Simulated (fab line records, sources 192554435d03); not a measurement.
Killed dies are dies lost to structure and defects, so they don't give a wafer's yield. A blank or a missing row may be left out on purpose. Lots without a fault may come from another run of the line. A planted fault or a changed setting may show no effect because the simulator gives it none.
Problem report in the 8D (eight disciplines) form, filled by code | flow n5_finfet | the parts of the form that need people (team, actions taken, sign-off) are left out

1. THE PROBLEM
killed_at_M4_up at N5_PASSIVATION_PROBE_49 reads a mean of 116 on 6 wafers of 2 lots; wafers without a fault read 14 with a standard deviation of 5.5. That is +19 standard deviations from the usual mean.
First seen on wafer L786.4, day 18 15:26, on prober-01. The record holds 10 wafers of 4 lots with a number at this step. Rule for "out", or "out of limits": more than 4 standard deviations from the usual mean. The other wafers with a number count as sound.

2. WHAT IT IS AND WHAT IT IS NOT
question                    | is                     | is not
which readings at this step | killed_at_M4_up        | killed_at_M0_to_M3, killed_at_contacts, killed_at_front_end, killed_at_other, killed_open, killed_short
which lots                  | L786, L787             | L785, L789
which wafers of those lots  | all that have a number | -
read on which tools         | prober-01, prober-02   | -
when                        | from day 18 15:26      | up to then (1 sound wafer); but 3 sound wafers of L789 came after

3. SUSPECTS, AND WHAT RULES EACH OUT
Counting: a tool at a process step up to the reading stays a suspect if it ran every lot that is out and no sound lot after the first of them.
- pvd_sputter-01 at N5_BEOL_M9_PRE_CLEAN_45 (time 30 s): kept. It ran every lot that is out, first L786 (day 15 22:55), and no sound lot after that; its last sound lot up to then is L785 (day 15 15:01).
- pecvd-04 at N5_BEOL_M15_DEP_53 (deposits SiCN from 3MS/NH3, target thk 50 nm, time 17.8 s): kept. It ran every lot that is out, first L786 (day 17 22:37), and no sound lot after that.
Left after counting: pvd_sputter-01 at N5_BEOL_M9_PRE_CLEAN_45, pecvd-04 at N5_BEOL_M15_DEP_53.

4. THE CAUSE (what the simulator had put in)
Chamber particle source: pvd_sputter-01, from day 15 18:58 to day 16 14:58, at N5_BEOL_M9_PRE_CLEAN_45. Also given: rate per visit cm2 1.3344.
Counting left 2 suspects, and this tool is among them.

5. THE CHAIN OF EFFECTS, in route order
Each row: a reading whose mean over the struck wafers that have a number lies more than 3 standard deviations from the usual. Only readings for which the record gives a usual standard deviation are gone through. hours: the time from each lot's start at the first step in this table that gives one to its start at this step, as a median over the lots. sigmas: the change in usual standard deviations.
hours | step                    | reading              | usual  | on struck wafers | change | sigmas
0     | N5_PASSIVATION_PROBE_49 | defect_limited_yield | 91.3 % | 83.1             | -8.2   | -5.8
0     | N5_PASSIVATION_PROBE_49 | killed_at_M4_up      | 14     | 116              | +102   | +19
0     | N5_PASSIVATION_PROBE_49 | killed_dies          | 103    | 199              | +96    | +5.7
0     | N5_PASSIVATION_PROBE_49 | sort_bin_5_function  | 5.1 %  | 10.0             | +4.9   | +5.0
0     | N5_PASSIVATION_PROBE_49 | sort_n_pass          | 1077   | 981              | -96    | -5.7
0     | N5_PASSIVATION_PROBE_49 | sort_yield_pct       | 91.2 % | 83.1             | -8.1   | -5.8
The process steps in it:
- N5_PASSIVATION_PROBE_49

6. WHAT WOULD HAVE CAUGHT IT SOONER
In this record the first reading out of limits was taken at day 18 15:26, 68 hours after the fault began at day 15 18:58.
Of the tool readings at N5_BEOL_M9_PRE_CLEAN_45 for which the record gives a usual standard deviation, none was out on any struck wafer, so an alarm limit of 4 standard deviations on them would not have fired.
All the lots that are out (2) had begun N5_BEOL_M9_PRE_CLEAN_45 on pvd_sputter-01 by day 18 15:26. A hold on the tool at that time would have spared none of them.
